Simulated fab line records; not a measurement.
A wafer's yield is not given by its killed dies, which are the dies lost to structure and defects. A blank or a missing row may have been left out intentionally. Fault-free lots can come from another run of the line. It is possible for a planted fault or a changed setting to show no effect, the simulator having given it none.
Problem report in the 8D (eight disciplines) form, filled by code -- flow n5_finfet -- the parts of the form that need people (team, actions taken, sign-off) are left out

== 1. THE ISSUE ==
Mean of exposure_dose_mJ_cm2 at N5_BEOL_M15_EXPOSE_25: 36.17 across 6 wafers in 2 lots; on wafers with no fault it is 35.47 (standard deviation 0.037). Measured from the usual mean, that is +19 standard deviations.
The step: exposes mask M15, target cd 400 nm.
First observed at day 16 14:11: wafer L494.3, on krf_scanner-01. The record holds 36 wafers of 12 lots with a number at this step. The rule behind "out" and "out of limits": a value lying over 4 standard deviations away from the usual mean. The rest of the wafers with a number are treated as sound.

== 2. WHAT IT IS; WHAT IT IS NOT ==
question,is,is not
which readings at this step,exposure_dose_mJ_cm2,reticle_temp_C
which lots,"L494, L495","L476, L478, L482, L483, L485, L486, L487, L490, L497, L499"
which wafers of those lots,all that have a number,-
read on which tools,krf_scanner-01,krf_scanner-02
when,from day 16 14:11,"up to then (24 sound wafers); but 6 sound wafers of L497, L499 came after"

== 3. WHAT RULES OUT EACH SUSPECT ==
Counting: a tool at any process step up to the reading remains a suspect when it ran all the lots that are out and ran no sound lot after the first of those.
- krf_scanner-01 at N5_BEOL_M15_EXPOSE_25 (exposes mask M15, target cd 400 nm): kept. Every lot that is out went through it, starting with L494 (day 16 14:11), and after that it ran no sound lot; the last sound lot it ran before then is L486 (day 15 08:20). Its own exposure_dose_mJ_cm2 readings are out on those wafers.
The count leaves krf_scanner-01 at N5_BEOL_M15_EXPOSE_25.

== 4. THE CAUSE (what the simulator had put in) ==
Process parameter drift: krf_scanner-01, from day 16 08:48 on, at N5_BEOL_M15_EXPOSE_25. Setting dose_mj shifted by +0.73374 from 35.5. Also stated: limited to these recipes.
The count eliminated every tool but this one.

== 5. THE EFFECT CHAIN, in route order ==
Each row: a reading where the mean over the struck wafers with a number is more than 3 standard deviations away from the usual. Scope: only readings with a usual standard deviation given in the record; hours: median across lots of the time from each lot's start at the first step in this table that gives one to its start at this step; sigmas: change in usual standard deviations.
hours,step,reading,usual,on struck wafers,change,sigmas
0,N5_BEOL_M15_EXPOSE_25,exposure_dose_mJ_cm2,35.47,36.17,+0.70,+19
Its process steps:
- N5_BEOL_M15_EXPOSE_25: exposes mask M15, target cd 400 nm.

== 6. HOW IT WOULD HAVE BEEN CAUGHT EARLIER ==
The fault began at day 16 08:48; the first out-of-limits reading in this record came at day 16 14:11, 5 hours later.
